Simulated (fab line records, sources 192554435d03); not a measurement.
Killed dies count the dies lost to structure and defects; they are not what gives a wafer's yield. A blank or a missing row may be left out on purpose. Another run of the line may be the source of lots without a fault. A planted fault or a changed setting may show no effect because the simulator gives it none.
fab line records    flow n5_finfet    part 1 of 2: steps 1 to 4 of 6
[record] lots = 20  wafers = 60  last_day = 19
route steps=1938 shown BEOL_M4@1045 BEOL_M5@1137
lots that met no fault: from a run of the same line without faults
start_h: the number of hours between the record's first day and the start of the first shown wafer of the lot    wait_h: hours from the lot's prior step to this one    " the same as in the row above    L1.1+2: a single row standing in for several wafers    - no value present, or no start provided    * or withheld: withheld    < > ~ a bound
route shown NAME@n: NAME is a module with steps in the file, n the number in the route of the first one    usual: mean/standard deviation taken from wafers without a fault    same: alike in all rows    chamber/n: place in a boat    sites: readings site by site    _std_site: standard deviation of those values    _edge_site: the outer-site mean with the inner-site mean subtracted    radius_mm: how far each site lies from the wafer's centre    mask NAME#n: copy n    behind: the tool/chamber that last shaped the wafer    hold: why the lot went on hold/how many hours it stayed there/how the hold came to an end    device: whichever transistor did not switch (one of n, p or np)    end of line: tests run on the same wafers once the route is complete    for a step that has no rows: nothing shown but its recipe    killed: count of dies lost to structure and defects at first sort (not the wafer's yield)    map: a wafer's dies, x killed, . not, _ none there
set.NAME: the run value of the setting; set.NAME@STEP: its run value at that earlier step    model.NAME: the simulator's own value behind a step, which no gauge read
one table for each step of the route and one row for each wafer, over a sample of lots
services: when a tool's chamber went out of use (start_h, in hours from the record's first day, below 0 if earlier), for how many hours, and the reason
[[steps]]
[step N5_BEOL_M4_STRIP_19]
[recipe] chemistry = O2  power_w = 400  temp_c = 40  pressure_mtorr = 30  rf_frequency_hz = 6e+07  bias_power_w = 0  overash_fraction = 0.2  o2_flow_sccm = 225
[usual] drypump_motor_current_A = 5.8/0.44  oes_product_au = 0.80/0.081  rf_vpp_V = 3.6/0.46  showerhead_plenum_p_Torr = 2.12/0.087  throttle_valve_pct = 16.66/0.21
[same] bias_power_w = 0
lot.wafer  tool         chamber  start_h  wait_h  drypump_motor_current_A  oes_product_au  rf_hours_counter_h  rf_vpp_V  showerhead_plenum_p_Torr  throttle_valve_pct
L074.1     rie_diel-03  2        154.24   0.2     5.1                      0.71            184                 2.9       2.08                      16.64
L074.3     "            1        "        "       5.9                      0.87            42                  3.7       2.13                      16.81
L074.5     "            2        "        "       5.1                      0.72            -                   3.6       2.08                      16.64
L075.2     rie_diel-03  1        163.25   0.4     5.9                      0.87            46                  3.6       2.13                      16.81
L075.4     "            2        "        "       5.1                      0.72            188                 3.8       2.08                      16.65
L075.5     "            1        "        "       5.9                      0.87            -                   4.2       2.13                      16.83
L076.3     rie_diel-02  3        167.87   0.2     6.3                      0.90            40                  3.4       2.13                      16.56
L076.4     "            3        "        "       6.3                      0.90            -                   4.2       2.13                      16.57
L076.6     "            2        "        "       6.0                      0.81            -                   3.0       2.20                      16.57
L078.1     rie_diel-02  0        178.82   0.4     6.4                      0.73            182                 4.0       2.00                      16.83
L078.3     "            3        "        "       6.3                      0.90            48                  3.1       2.12                      16.57
L078.5     "            0        "        "       6.3                      0.73            -                   3.5       2.00                      16.84
L079.1     rie_diel-02  0        182.97   0.1     6.3                      0.72            184                 3.4       2.00                      16.83
L079.2     "            2        "        "       6.0                      0.79            132                 4.1       2.20                      16.58
L079.6     "            2        "        "       6.0                      0.79            -                   2.8       2.20                      16.58
L080.2     rie_diel-02  2        192.62   0.2     6.0                      0.78            139                 3.6       2.20                      16.60
L080.3     "            0        "        "       6.4                      0.73            191                 4.0       2.00                      16.84
L080.4     "            1        "        "       6.2                      0.91            -                   3.4       2.24                      16.39
L082.2     rie_diel-03  2        193.98   0.1     5.1                      0.70            206                 3.2       2.07                      16.69
L082.3     "            1        "        "       5.9                      0.84            62                  3.7       2.12                      16.86
L082.4     "            3        "        "       5.4                      0.83            52                  2.9       2.22                      16.37
L081.2     rie_diel-04  2        201.92   0.1     6.3                      0.71            210                 3.5       1.99                      17.14
L081.3     "            3        "        "       5.3                      0.87            38                  4.1       2.05                      16.34
L081.5     "            2        "        "       6.3                      0.71            -                   5.3       1.99                      17.15
L084.1     rie_diel-03  1        209.02   0.4     5.9                      0.84            68                  3.8       2.12                      16.86
L084.2     "            3        "        "       5.4                      0.82            58                  3.7       2.22                      16.40
L084.4     "            0        "        "       5.7                      0.68            250                 4.5       1.98                      16.94
L085.2     rie_diel-02  2        273.45   0.1     6.0                      0.76            169                 3.3       2.18                      16.65
L085.4     "            3        "        "       6.4                      0.84            76                  3.9       2.11                      16.64
L085.6     "            2        "        "       6.0                      0.77            -                   3.2       2.18                      16.65
L088.2     rie_diel-02  2        277.06   0.1     6.0                      0.75            170                 3.0       2.18                      16.64
L088.3     "            1        "        "       6.2                      0.85            47                  3.3       2.23                      16.45
L088.5     "            0        "        "       6.4                      0.70            -                   3.2       1.99                      16.89
L094.3     rie_diel-03  1        278.81   0.1     5.9                      0.80            97                  3.8       2.11                      16.91
L094.4     "            2        "        "       5.1                      0.69            240                 4.2       2.06                      16.76
L094.5     "            0        "        "       5.7                      0.97            -                   3.0       2.24                      16.50
L089.3     rie_diel-03  1        285.11   0.1     5.8                      0.80            100                 4.0       2.11                      16.93
L089.5     "            3        "        "       5.4                      0.79            -                   4.4       2.20                      16.46
L089.6     "            2        "        "       5.1                      0.67            -                   3.4       2.06                      16.77
L090.1     rie_diel-03  1        285.22   0.1     5.9                      0.80            100                 3.6       2.11                      16.91
L090.3     "            2        "        "       5.1                      0.68            243                 3.6       2.06                      16.77
L090.6     "            1        "        "       5.8                      0.79            -                   3.0       2.11                      16.91
L092.2     rie_diel-02  0        285.60   0.2     6.4                      0.69            226                 4.3       1.99                      16.90
L092.4     "            2        "        "       6.0                      0.76            172                 3.8       2.18                      16.66
L092.6     "            2        "        "       6.0                      0.75            -                   4.0       2.18                      16.67
L091.1     rie_diel-04  0        288.71   0.1     6.3                      0.88            45                  4.0       2.06                      16.47
L091.2     "            1        "        "       6.3                      0.85            78                  3.6       2.11                      16.63
L091.3     "            2        "        "       6.3                      0.68            239                 3.3       1.98                      17.20
L093.2     rie_diel-03  0        291.18   0.1     5.6                      0.96            13                  4.1       2.24                      16.51
L093.3     "            3        "        "       5.4                      0.79            90                  3.5       2.20                      16.46
L093.6     "            2        "        "       5.1                      0.68            -                   3.0       2.06                      16.76
L087.1     rie_diel-02  0        295.50   0.1     6.3                      0.69            230                 3.7       1.99                      16.91
L087.2     "            2        "        "       6.0                      0.74            175                 3.8       2.18                      16.65
L087.3     "            1        "        "       6.2                      0.84            53                  4.1       2.23                      16.46
L096.1     rie_diel-03  1        295.67   0.1     5.9                      0.79            101                 4.5       2.11                      16.92
L096.4     "            2        "        "       5.1                      0.69            245                 3.5       2.06                      16.75
L096.5     "            2        "        "       5.1                      0.68            -                   3.5       2.06                      16.75
L097.1     rie_diel-04  3        319.92   0.1     5.3                      0.83            73                  3.5       2.04                      16.40
L097.3     "            0        "        "       6.2                      0.88            52                  3.0       2.06                      16.51
L097.6     "            2        "        "       6.3                      0.68            -                   3.7       1.98                      17.21
[step N5_BEOL_M4_SPUTTER_81]
[recipe] material = Cu  target_thk_a = 45  temp_c = -20  chamber_pressure_pa = 0.07  power_w = withheld  time_s = 8.29
[usual] throttle_valve_pct = 29.8/1.1
lot.wafer  tool            chamber  start_h  wait_h  throttle_valve_pct
L074.1     pvd_sputter-03  -        160.01   0.1     30.8
L074.3     "               -        "        "       28.4
L074.5     "               -        "        "       30.6
L075.2     pvd_sputter-02  -        170.86   0.1     29.4
L075.4     "               -        "        "       30.7
L075.5     "               -        "        "       29.4
L076.3     pvd_sputter-03  -        171.46   0.1     28.6
L076.4     "               -        "        "       28.1
L076.6     "               -        "        "       28.9
L078.1     pvd_sputter-03  -        183.53   0.1     30.5
L078.3     "               -        "        "       28.9
L078.5     "               -        "        "       30.8
L079.1     pvd_sputter-02  -        190.22   0.1     30.6
L079.2     "               -        "        "       29.1
L079.6     "               -        "        "       30.6
L080.2     pvd_sputter-03  -        195.85   0.1     30.6
L080.3     "               -        "        "       31.5
L080.4     "               -        "        "       29.0
L082.2     pvd_sputter-02  -        199.37   0.1     29.3
L082.3     "               -        "        "       28.3
L082.4     "               -        "        "       29.0
L081.2     pvd_sputter-02  -        204.42   0.1     28.6
L081.3     "               -        "        "       30.4
L081.5     "               -        "        "       30.6
L084.1     pvd_sputter-02  -        211.82   0.1     28.0
L084.2     "               -        "        "       29.2
L084.4     "               -        "        "       29.1
L088.2     pvd_sputter-03  -        282.61   0.1     31.1
L088.3     "               -        "        "       28.8
L088.5     "               -        "        "       28.9
L094.3     pvd_sputter-01  -        286.93   0.1     30.3
L094.4     "               -        "        "       30.2
L094.5     "               -        "        "       30.0
L090.1     pvd_sputter-03  -        292.88   0.1     28.4
L090.3     "               -        "        "       28.7
L090.6     "               -        "        "       31.0
L085.2     pvd_sputter-01  -        293.02   0.1     30.1
L085.4     "               -        "        "       30.1
L085.6     "               -        "        "       31.6
L089.3     pvd_sputter-03  -        299.93   0.1     27.9
L089.5     "               -        "        "       28.4
L089.6     "               -        "        "       30.8
L092.2     pvd_sputter-03  -        301.77   0.1     28.4
L092.4     "               -        "        "       30.5
L092.6     "               -        "        "       28.2
L091.1     pvd_sputter-01  -        310.99   0.1     30.1
L091.2     "               -        "        "       30.0
L091.3     "               -        "        "       31.2
L087.1     pvd_sputter-02  -        317.64   0.1     28.1
L087.2     "               -        "        "       30.4
L087.3     "               -        "        "       29.2
L093.2     pvd_sputter-03  -        318.44   0.1     28.2
L093.3     "               -        "        "       31.6
L093.6     "               -        "        "       28.8
L096.1     pvd_sputter-03  -        322.16   0.1     30.8
L096.4     "               -        "        "       28.5
L096.5     "               -        "        "       30.7
L097.1     pvd_sputter-01  -        337.03   0.1     30.2
L097.3     "               -        "        "       30.4
L097.6     "               -        "        "       30.1
[step N5_BEOL_M5_STRIP_19]
[recipe] chemistry = O2  power_w = 400  temp_c = 40  pressure_mtorr = 30  rf_frequency_hz = 6e+07  bias_power_w = 0  overash_fraction = 0.2  o2_flow_sccm = 225
[usual] drypump_motor_current_A = 5.6/0.68  oes_product_au = 0.76/0.086  rf_vpp_V = 3.6/0.46  showerhead_plenum_p_Torr = 2.10/0.072  throttle_valve_pct = 16.77/0.25
[same] bias_power_w = 0
lot.wafer  tool         chamber  start_h  wait_h  drypump_motor_current_A  oes_product_au  rf_hours_counter_h  rf_vpp_V  showerhead_plenum_p_Torr  throttle_valve_pct
L074.1     rie_diel-05  0        167.65   0.2     6.7                      0.70            199                 4.1       1.98                      17.00
L074.3     "            3        "        "       4.9                      0.95            13                  2.5       2.24                      16.61
L074.5     "            0        "        "       6.7                      0.69            -                   3.6       1.98                      17.02
L075.2     rie_diel-01  1        177.10   0.2     5.2                      0.68            226                 4.9       2.15                      16.64
L075.4     "            3        "        "       4.7                      0.70            224                 3.7       2.09                      17.09
L075.5     "            0        "        "       5.0                      0.78            -                   4.6       2.19                      16.95
L076.3     rie_diel-01  2        177.14   0.1     5.5                      0.76            149                 3.0       2.10                      16.95
L076.4     "            3        "        "       4.7                      0.70            224                 3.4       2.09                      17.07
L076.6     "            2        "        "       5.6                      0.77            -                   4.6       2.10                      16.94
L078.1     rie_diel-01  3        189.37   0.1     4.7                      0.69            228                 3.7       2.09                      17.10
L078.3     "            1        "        "       5.2                      0.68            230                 3.2       2.14                      16.63
L078.5     "            3        "        "       4.7                      0.69            -                   4.0       2.09                      17.09
L079.1     rie_diel-05  1        196.42   0.4     6.7                      0.72            168                 3.4       1.99                      16.72
L079.2     "            2        "        "       5.3                      0.70            211                 2.9       2.15                      16.70
L079.6     "            1        "        "       6.7                      0.72            -                   4.1       1.99                      16.74
L080.2     rie_diel-01  0        202.42   0.1     5.0                      0.77            166                 3.6       2.18                      16.97
L080.3     "            3        "        "       4.7                      0.68            234                 4.4       2.09                      17.08
L080.4     "            1        "        "       5.2                      0.67            235                 3.3       2.14                      16.64
L082.2     rie_diel-06  2        204.58   0.1     6.5                      0.90            8                   3.6       2.05                      16.23
L082.3     "            3        "        "       5.4                      0.73            179                 3.3       2.07                      16.69
L082.4     "            1        "        "       5.3                      0.73            190                 3.7       2.08                      16.80
L081.2     rie_diel-05  2        210.20   0.1     5.3                      0.71            216                 4.5       2.15                      16.72
L081.3     "            3        "        "       4.9                      0.90            29                  3.8       2.23                      16.64
L081.5     "            1        "        "       6.7                      0.72            -                   3.7       1.99                      16.74
L084.1     rie_diel-01  0        217.55   0.1     5.0                      0.77            170                 3.6       2.18                      16.96
L084.2     "            2        "        "       5.6                      0.75            162                 3.4       2.10                      16.97
L084.4     "            3        "        "       4.7                      0.69            238                 3.6       2.08                      17.09
L088.2     rie_diel-05  0        287.87   0.1     6.7                      0.67            239                 3.6       1.97                      17.08
L088.3     "            3        "        "       4.9                      0.88            52                  3.2       2.22                      16.68
L088.5     "            3        "        "       4.9                      0.87            -                   3.7       2.22                      16.68
L094.3     rie_diel-06  0        295.29   0.1     6.4                      0.79            104                 3.7       2.19                      16.44
L094.4     "            2        "        "       6.5                      0.85            37                  4.1       2.04                      16.28
L094.5     "            0        "        "       6.4                      0.79            -                   3.8       2.19                      16.44
L090.1     rie_diel-05  3        299.36   0.1     4.9                      0.88            54                  2.9       2.22                      16.70
L090.3     "            2        "        "       5.3                      0.69            239                 3.2       2.14                      16.76
L090.6     "            0        "        "       6.7                      0.67            -                   3.6       1.97                      17.10
L085.2     rie_diel-05  0        299.49   0.1     6.7                      0.67            241                 4.5       1.97                      17.10
L085.4     "            2        "        "       5.3                      0.68            239                 3.9       2.14                      16.75
L085.6     "            2        "        "       5.3                      0.68            -                   4.4       2.14                      16.76
L089.3     rie_diel-01  1        307.98   0.1     5.2                      0.95            8                   3.0       2.13                      16.26
L089.5     "            2        "        "       5.6                      0.72            -                   4.2       2.09                      17.02
L089.6     "            1        "        "       5.2                      0.95            -                   3.9       2.13                      16.26
L092.2     rie_diel-06  3        310.72   0.1     5.5                      0.70            208                 3.0       2.06                      16.74
L092.4     "            1        "        "       5.4                      0.70            223                 2.4       2.07                      16.83
L092.6     "            3        "        "       5.4                      0.71            -                   3.6       2.06                      16.74
L091.1     rie_diel-01  0        316.77   0.1     5.0                      0.74            201                 3.9       2.17                      17.02
L091.2     "            2        "        "       5.5                      0.73            194                 3.2       2.09                      17.00
L091.3     "            3        "        "       4.7                      0.96            6                   3.5       2.07                      16.67
L087.1     rie_diel-01  3        322.58   0.1     4.7                      0.96            7                   3.3       2.08                      16.65
L087.2     "            2        "        "       5.6                      0.73            195                 3.7       2.09                      17.02
L087.3     "            1        "        "       5.2                      0.94            11                  2.7       2.13                      16.29
L093.2     rie_diel-06  2        325.53   0.1     6.5                      0.85            43                  3.1       2.04                      16.30
L093.3     "            1        "        "       5.4                      0.70            226                 3.6       2.07                      16.87
L093.6     "            3        "        "       5.4                      0.70            -                   3.4       2.06                      16.73
L096.1     rie_diel-06  3        327.11   0.1     5.4                      0.70            212                 4.3       2.06                      16.74
L096.4     "            2        "        "       6.5                      0.84            44                  3.7       2.04                      16.30
L096.5     "            3        "        "       5.5                      0.70            -                   3.6       2.06                      16.74
L097.1     rie_diel-06  2        344.06   0.1     6.5                      0.84            47                  3.7       2.04                      16.31
L097.3     "            0        "        "       6.4                      0.79            115                 3.4       2.19                      16.45
L097.6     "            2        "        "       6.5                      0.84            -                   3.3       2.04                      16.31
[step N5_BEOL_M5_ETCH_67]
[recipe] chemistry = CF4  target = SiARC  target_depth_a = 156  mask_material = CAR-EUV  time_s = 26  ion_energy_ev = 80  pressure_mtorr = 40  source_w = 545  bias_w = 36  Ar_flow_sccm = 100  cf4_flow_sccm = 100  ends = cleared
[usual] drypump_motor_current_A = 5.6/0.71  etch_rf_on_time_s = 26.1/0.55  oes_product_au = 0.64/0.072  rf_vpp_V = 184.3/1.3  showerhead_plenum_p_Torr = 2.15/0.075  throttle_valve_pct = 15.75/0.22
lot.wafer  tool         chamber  start_h  wait_h  drypump_motor_current_A  etch_rf_on_time_s  oes_product_au  rf_hours_counter_h  rf_vpp_V  showerhead_plenum_p_Torr  throttle_valve_pct
L074.1     rie_diel-05  0        169.50   0.0     6.7                      25.8               0.60            200                 182.1     2.04                      16.01
L074.3     "            1        "        "       6.7                      26.6               0.63            155                 182.5     2.06                      15.76
L074.5     "            0        "        "       6.7                      25.9               0.60            -                   182.6     2.04                      16.02
L076.3     rie_diel-01  2        178.39   0.0     5.5                      26.6               0.65            149                 185.0     2.14                      15.85
L076.4     "            3        "        "       4.7                      26.0               0.60            225                 182.7     2.11                      15.90
L076.6     "            3        "        "       4.7                      26.0               0.60            -                   182.0     2.11                      15.91
L075.2     rie_diel-01  1        179.51   0.0     5.2                      25.5               0.59            227                 185.2     2.21                      15.71
L075.4     "            2        "        "       5.5                      26.5               0.64            150                 184.2     2.14                      15.84
L075.5     "            2        "        "       5.5                      26.7               0.65            -                   184.7     2.14                      15.85
L078.1     rie_diel-05  2        190.80   0.0     5.3                      26.7               0.60            208                 186.6     2.21                      15.73
L078.3     "            1        "        "       6.7                      26.4               0.62            165                 183.2     2.06                      15.78
L078.5     "            0        "        "       6.7                      25.9               0.60            -                   183.9     2.04                      16.06
L079.1     rie_diel-05  0        197.10   0.0     6.7                      26.2               0.59            212                 183.4     2.04                      16.04
L079.2     "            3        "        "       4.9                      26.5               0.77            26                  186.2     2.26                      15.55
L079.6     "            3        "        "       4.9                      26.4               0.76            -                   184.9     2.26                      15.54
L080.2     rie_diel-01  1        203.11   0.0     5.2                      25.6               0.58            235                 184.5     2.21                      15.72
L080.3     "            2        "        "       5.6                      26.7               0.64            158                 186.3     2.14                      15.86
L080.4     "            3        "        "       4.7                      26.1               0.60            234                 183.1     2.11                      15.94
L082.2     rie_diel-05  3        205.92   0.0     4.9                      26.4               0.77            28                  186.2     2.26                      15.52
L082.3     "            0        "        "       6.7                      26.0               0.60            215                 181.7     2.04                      16.05
L082.4     "            2        "        "       5.3                      26.7               0.59            214                 185.0     2.21                      15.75
L081.2     rie_diel-01  0        210.88   0.0     5.0                      26.4               0.64            168                 183.9     2.23                      15.92
L081.3     "            2        "        "       5.6                      26.7               0.64            160                 183.9     2.14                      15.87
L081.5     "            2        "        "       5.6                      26.5               0.64            -                   184.3     2.14                      15.86
L084.1     rie_diel-01  3        218.10   0.0     4.8                      26.2               0.60            238                 183.1     2.11                      15.93
L084.2     "            0        "        "       5.0                      26.5               0.64            171                 184.5     2.23                      15.95
L084.4     "            2        "        "       5.6                      26.9               0.63            162                 184.9     2.14                      15.85
L088.2     rie_diel-05  2        288.55   0.0     5.3                      26.5               0.58            237                 184.2     2.20                      15.77
L088.3     "            0        "        "       6.7                      25.2               0.59            239                 182.8     2.03                      16.11
L088.5     "            1        "        "       6.7                      26.3               0.60            -                   181.6     2.05                      15.83
L094.3     rie_diel-01  2        297.58   0.0     5.5                      27.0               0.62            190                 185.3     2.13                      15.93
L094.4     "            2        "        "       5.5                      27.1               0.62            -                   184.6     2.13                      15.94
L094.5     "            0        "        "       5.0                      26.4               0.62            -                   184.8     2.22                      15.99
L085.2     rie_diel-05  3        301.34   0.0     4.9                      25.4               0.74            55                  185.0     2.25                      15.60
L085.4     "            0        "        "       6.7                      25.3               0.58            242                 183.3     2.03                      16.10
L085.6     "            1        "        "       6.7                      26.4               0.60            -                   182.7     2.05                      15.83
L090.1     rie_diel-06  1        301.72   0.0     5.4                      27.0               0.58            221                 182.9     2.12                      15.80
L090.3     "            2        "        "       6.5                      25.6               0.73            38                  183.9     2.10                      15.31
L090.6     "            1        "        "       5.4                      27.2               0.59            -                   185.0     2.12                      15.79
L089.3     rie_diel-01  0        308.99   0.0     5.0                      26.3               0.63            200                 184.5     2.22                      15.99
L089.5     "            1        "        "       5.2                      25.0               0.82            -                   184.1     2.20                      15.30
L089.6     "            0        "        "       5.0                      26.3               0.62            -                   183.9     2.22                      16.00
L092.2     rie_diel-05  1        311.68   0.0     6.7                      26.4               0.61            198                 182.6     2.05                      15.85
L092.4     "            0        "        "       6.7                      25.3               0.58            243                 182.6     2.03                      16.11
L092.6     "            1        "        "       6.7                      26.2               0.61            -                   183.0     2.05                      15.84
L091.1     rie_diel-06  1        318.20   0.0     5.4                      27.0               0.59            224                 183.3     2.11                      15.80
L091.2     "            3        "        "       5.4                      25.8               0.61            210                 183.1     2.12                      15.80
L091.3     "            0        "        "       6.3                      26.1               0.68            109                 186.3     2.23                      15.37
L087.1     rie_diel-06  0        323.85   0.0     6.4                      26.1               0.67            110                 185.7     2.23                      15.40
L087.2     "            2        "        "       6.5                      25.7               0.73            43                  183.3     2.10                      15.29
L087.3     "            3        "        "       5.5                      25.9               0.61            211                 183.5     2.12                      15.79
L096.1     rie_diel-01  3        328.08   0.0     4.8                      25.7               0.82            8                   183.4     2.10                      15.46
L096.4     "            1        "        "       5.2                      24.8               0.81            12                  184.0     2.20                      15.31
L096.5     "            1        "        "       5.2                      25.0               0.81            -                   184.0     2.20                      15.31
L093.2     rie_diel-06  2        328.42   0.0     6.5                      25.7               0.73            44                  183.5     2.10                      15.30
L093.3     "            3        "        "       5.4                      25.9               0.61            212                 183.7     2.12                      15.79
L093.6     "            1        "        "       5.4                      27.3               0.58            -                   184.2     2.11                      15.80
L097.1     rie_diel-05  0        344.74   0.0     6.7                      25.4               0.58            247                 182.8     2.03                      16.12
L097.3     "            2        "        "       5.3                      26.3               0.57            245                 184.1     2.20                      15.79
L097.6     "            3        "        "       5.0                      25.7               0.73            -                   186.4     2.25                      15.60
